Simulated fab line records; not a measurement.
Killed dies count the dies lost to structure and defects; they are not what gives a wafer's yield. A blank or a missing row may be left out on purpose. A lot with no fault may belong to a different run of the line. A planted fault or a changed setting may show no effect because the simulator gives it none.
Matching of chambers	flow n5Finfet	3 sister chambers for N5_PMOS_HMC_CHANNEL_EPI_HM_DEP_34 on pecvd-04
The step deposits SiO2 from TEOS/O2, target thk 36 nm, time 6.9 s. 6 wafers are shown with their chamber, then 7 later ones without.

WAFERS WITH THEIR CHAMBER
wafer	chamber	throttleValvePct (%)	showerheadPlenumPTorr (Torr)
L083.2	0	17.8	8.37
L083.4	2	17.2	8.37
L086.2	2	17.3	8.37
L086.4	1	19.8	8.34
L089.1	1	19.6	8.32
L089.5	0	17.6	8.35

WAFERS WITH NO CHAMBER GIVEN
wafer	throttleValvePct (%)	showerheadPlenumPTorr (Torr)
L089.6	17.7	8.41
L092.1	19.8	8.34
L092.2	17.9	8.34
L092.5	17.2	8.40
L095.1	17.4	8.38
L095.3	19.8	8.34
L095.4	19.9	8.32

THE CHAMBER EACH PASSED THROUGH
wafer	from the rows above	in truth
L089.6	can't be placed: 0 or 2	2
L092.1	1	1
L092.2	0	0
L092.5	2	2
L095.1	can't be placed: 2 or 0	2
L095.3	1	1
L095.4	1	1
Placed correctly: 5 of 7. Can't be placed from these rows: 2 (the true chamber is among the candidates in 2). 0 placed wrongly.
How it was worked out, from the rows above alone: a wafer's distance from a chamber is the root of the sum, over the readings, of the square of ((its reading less the chamber's mean) divided by the reading's scatter). If the next closest chamber is less than 2 further off than the closest, the wafer can't be placed; otherwise it belongs to the closest. The mean given for a chamber averages the wafers shown for that chamber. The scatter: the root of (the sum of the squares of (reading less its chamber's mean) over the shown wafers, divided by (wafers less chambers)).
